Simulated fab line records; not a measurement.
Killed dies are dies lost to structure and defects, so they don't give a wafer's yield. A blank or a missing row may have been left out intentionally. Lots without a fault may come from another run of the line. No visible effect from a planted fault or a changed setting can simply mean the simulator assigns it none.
Matching of chambers + flow nand harc + pecvd-02 running NHARC_A_STAIRCASE_DEP_322: 3 sister chambers
The step deposits SiO2, target thk 3800 nm. 3 wafers are shown with their chamber, then 9 later ones without.

== WAFERS, EACH WITH ITS CHAMBER ==
| wafer  | chamber | heater power w (W) |
|--------|---------|--------------------|
| L093.1 | 1       | 637                |
| L093.2 | 0       | 733                |
| L093.6 | 2       | 773                |

== WAFERS MISSING THEIR CHAMBER ==
| wafer  | heater power w (W) |
|--------|--------------------|
| L094.1 | 559                |
| L094.4 | 755                |
| L094.5 | 544                |
| L096.2 | 927                |
| L096.3 | 683                |
| L096.4 | 544                |
| L097.1 | 703                |
| L097.2 | 721                |
| L097.4 | 770                |

== WHICH CHAMBER EACH WENT THROUGH ==
| wafer  | from the rows above          | in truth |
|--------|------------------------------|----------|
| L094.1 | can't be placed: 1 or 0 or 2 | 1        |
| L094.4 | can't be placed: 2 or 0 or 1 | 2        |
| L094.5 | can't be placed: 1 or 0 or 2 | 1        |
| L096.2 | can't be placed: 2 or 0 or 1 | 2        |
| L096.3 | can't be placed: 1 or 0 or 2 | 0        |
| L096.4 | can't be placed: 1 or 0 or 2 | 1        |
| L097.1 | can't be placed: 0 or 1 or 2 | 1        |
| L097.2 | can't be placed: 0 or 2 or 1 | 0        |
| L097.4 | can't be placed: 2 or 0 or 1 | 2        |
Correctly placed: 0 of 9. Cannot be placed on the basis of these rows: 9; the candidates contain the true chamber in 9. Wrongly placed: 0.
How it was worked out, from the rows above alone: a wafer's distance from a chamber is the root of the sum, over the readings, of the square of ((its reading less the chamber's mean) divided by the reading's scatter). The wafer belongs to the nearest chamber; if the next one is less than 2 further off, it can't be placed. Each chamber's mean is taken over the wafers shown for it. The scatter: with one shown wafer a chamber, the root of the mean of the squares of how far each hidden wafer lies from its nearest shown one.
